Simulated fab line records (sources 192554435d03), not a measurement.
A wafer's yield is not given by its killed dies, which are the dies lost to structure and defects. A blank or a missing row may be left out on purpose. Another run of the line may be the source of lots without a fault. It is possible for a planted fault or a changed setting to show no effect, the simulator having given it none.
Matching of chambers -- flow n5-finfet -- rie-diel-04 running N5_BEOL_M13_DESCUM_15: 4 sister chambers
The step chemistry O2, time 7.9 s. 4 wafers are shown with their chamber, then 7 later ones without.

== WAFERS WITH THEIR CHAMBER ==
wafer,chamber,showerhead-plenum-p-Torr (Torr)
L086.2,3,2.04
L086.3,2,2.12
L093.2,0,2.18
L093.4,1,2.17

== WAFERS MISSING THEIR CHAMBER ==
wafer,showerhead-plenum-p-Torr (Torr)
L093.6,2.12
L097.1,2.17
L097.3,2.17
L097.6,2.17
L096.1,2.03
L096.3,2.11
L096.4,2.17

== WHICH CHAMBER EACH ONE RAN IN ==
wafer,from the rows above,in truth
L093.6,2,2
L097.1,can't be placed: 1 or 0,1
L097.3,can't be placed: 1 or 0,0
L097.6,can't be placed: 1 or 0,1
L096.1,3,3
L096.3,2,2
L096.4,can't be placed: 1 or 0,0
Correctly placed: 3 of 7. Unplaceable from these rows: 4, with the true chamber sitting among the candidates in 4. Number placed wrongly: 0.
How it was worked out, from the rows above alone: a wafer's distance from a chamber is the root of the sum, over the readings, of the square of ((its reading less the chamber's mean) divided by the reading's scatter). The wafer belongs to the nearest chamber; if the next one is less than 2 further off, it can't be placed. A chamber's mean is the mean of its shown wafers. The scatter: root of mean squared gap, hidden wafer to nearest shown wafer, with one shown wafer a chamber.
